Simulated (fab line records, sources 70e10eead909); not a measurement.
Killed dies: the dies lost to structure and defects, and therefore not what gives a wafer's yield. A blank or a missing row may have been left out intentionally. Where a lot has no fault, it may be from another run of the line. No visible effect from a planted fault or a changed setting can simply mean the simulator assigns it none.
Problem report in the 8D (eight disciplines) form, filled by code | flow nandHarc | the parts of the form that need people (team, actions taken, sign-off) are left out

== 1. WHAT IS WRONG ==
Mean of thkNm at NHARC_A_ONON_D1_THK_MEAS_08: 835 nm across 6 wafers in 2 lots; on wafers with no fault it is 998 nm (standard deviation 9.3). That is -18 standard deviations from the usual mean.
The step: measures by ellipsometry.
Seen first at day 15 00:01 on filmMetro-01, wafer L379.2. The record has a number at this step for 39 wafers belonging to 13 lots. By rule, "out" or "out of limits" means more than 4 standard deviations away from the usual mean. The rest of the wafers with a number are treated as sound.

== 2. WHAT IT IS AND WHAT IT IS NOT ==
question                    | is                         | is not
which readings at this step | thkNm                      | -
which lots                  | L379, L381                 | L362, L363, L364, L365, L368, L369, L370, L371, L372, L373, L384
which wafers of those lots  | all that have a number     | -
read on which gauges        | filmMetro-01, filmMetro-02 | -
when                        | from day 15 00:01          | up to then (30 sound wafers); but 3 sound wafers of L384 came after

== 3. THE SUSPECTS, EACH WITH WHAT RULES IT OUT ==
Counting: a tool stays on the suspect list if, at a process step up to the reading, it processed all lots that are out and no sound lot following the first of them.
- ruled out: the gauge at NHARC_A_ONON_D1_THK_MEAS_08. The wafers that are out were read on 2 gauges (filmMetro-01, filmMetro-02).
- pecvdOnon-04 at NHARC_A_ONON_D1_DEP_06 (target thk 1000 nm): kept. Every lot that is out went through it, starting with L379 (day 14 23:34), and after that it ran no sound lot; the last sound lot it ran before then is L372 (day 11 23:43).
Left after counting: pecvdOnon-04 at NHARC_A_ONON_D1_DEP_06.

== 4. THE CAUSE (what the simulator had put in) ==
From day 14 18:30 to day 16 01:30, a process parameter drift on pecvdOnon-04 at NHARC_A_ONON_D1_DEP_06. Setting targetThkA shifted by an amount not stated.
Only this tool survived the counting.

== 5. SEQUENCE OF EFFECTS, ordered by route ==
One row per reading whose mean, taken over the struck wafers that have a number, lies over 3 standard deviations from the usual. Only readings whose record carries a usual standard deviation are examined. hours: median over the lots of the time between each lot's start at the first step of this table that gives one and its start at this step. sigmas: the change, counted in usual standard deviations.
hours | step                        | reading       | usual  | on struck wafers | change | sigmas
0     | NHARC_A_ONON_D1_THK_MEAS_08 | thkNm         | 998 nm | 835              | -163   | -18
405   | NHARC_END_SORT_01           | killedAtArray | 56     | 674              | +618   | +31
405   | NHARC_END_SORT_01           | killedDies    | 61     | 677              | +616   | +29

== 6. HOW IT WOULD HAVE BEEN CAUGHT EARLIER ==
The first out-of-limits reading at a measuring or inspecting step in this record came at day 15 00:01, 6 hours after the fault's start at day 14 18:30.
Of the tool readings at NHARC_A_ONON_D1_DEP_06 for which the record gives a usual standard deviation, none was out on any struck wafer, so an alarm limit of 4 standard deviations on them would not have fired.
Lots out: 2; of these, L381 started NHARC_A_ONON_D1_DEP_06 on pecvdOnon-04 after day 15 00:01. Had the tool been put on hold then, it would have been spared.
